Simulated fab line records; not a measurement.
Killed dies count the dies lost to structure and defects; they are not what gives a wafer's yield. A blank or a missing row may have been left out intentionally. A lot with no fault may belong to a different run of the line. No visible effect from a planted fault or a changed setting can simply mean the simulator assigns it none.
One fault through the eyes of 2 desks :: flow n5-finfet :: each desk holds nothing but its own numbers, with what lay behind them at the end

## DESK OF THE TOOL OWNER: pvd-sputter-02
The tool's own readings at N5_BEOL_M15_SPUTTER_43 (material TaN, target thk 15 nm, time 24.19 s): means of the sampled wafers that have a number, for each lot that ran on this tool. If a lot's mean is further than 4 standard deviations from the usual mean, the lot is out of limits and carries the mark OUT (the distance appears in the brackets).
Columns: A = cathode-dc-power-W at N5_BEOL_M15_SPUTTER_43, usual 15000 W; B = throttle-valve-pct at N5_BEOL_M15_SPUTTER_43, usual 30.2 %
lot: L104
first seen here: day 11 17:08
A: 15000
B: 29.5

lot: L106
first seen here: day 12 01:32
A: 16260 (+99 or more) OUT
B: 32.4

lot: L110
first seen here: day 13 14:27
A: 17524 (+99 or more) OUT
B: 30.3

lot: L122
first seen here: day 16 21:17
A: 14999
B: 29.5

lot: L124
first seen here: day 18 00:08
A: 15000
B: 29.6

lot: L126
first seen here: day 18 07:32
A: 15000
B: 30.9
This desk's finding: out of limits on L106, L110; first on L106, day 12 01:32 (cathode-dc-power-W at N5_BEOL_M15_SPUTTER_43). In limits: L104, L122, L124, L126.

## THE DEFECT DESK
Lot by lot, what the route's inspections counted, given as the mean of those sampled wafers with a number. If a lot's mean is further than 4 standard deviations from the usual mean, the lot is out of limits and carries the mark OUT (the distance appears in the brackets).
Columns: A = raw-defect-count at N5_BEOL_M15_INSPECT_55, usual 67
lot: L104
first seen here: day 11 18:26
A: 52

lot: L106
first seen here: day 12 02:49
A: 59

lot: L110
first seen here: day 13 15:44
A: 45

lot: L119
first seen here: day 15 17:32
A: 61

lot: L120
first seen here: day 15 19:01
A: 104

lot: L118
first seen here: day 16 05:08
A: 55

lot: L121
first seen here: day 16 05:11
A: 68

lot: L122
first seen here: day 16 23:05
A: 78

lot: L125
first seen here: day 17 20:08
A: 62

lot: L124
first seen here: day 18 01:34
A: 80

lot: L126
first seen here: day 18 08:48
A: 79
This desk's verdict: no lot among the 11 shows anything out of limits.

## TAKEN TOGETHER
An alarm could have come from the tool owner's desk at day 12 01:32, on L106, L110.
The defect desk saw nothing out of limits.
The defect desk has L106, L110 on record, within its limits.
Of the lots named, all ran N5_BEOL_M15_SPUTTER_43 on pvd-sputter-02.

## WHAT THE SIMULATOR HAD INSERTED
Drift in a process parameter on pvd-sputter-02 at N5_BEOL_M15_SPUTTER_43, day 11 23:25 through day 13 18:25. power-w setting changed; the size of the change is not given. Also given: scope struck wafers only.
Struck lots among those shown: L106, L110.
How many hours passed from the start of the fault until each desk's first out-of-limits reading: the tool owner's desk, 2.
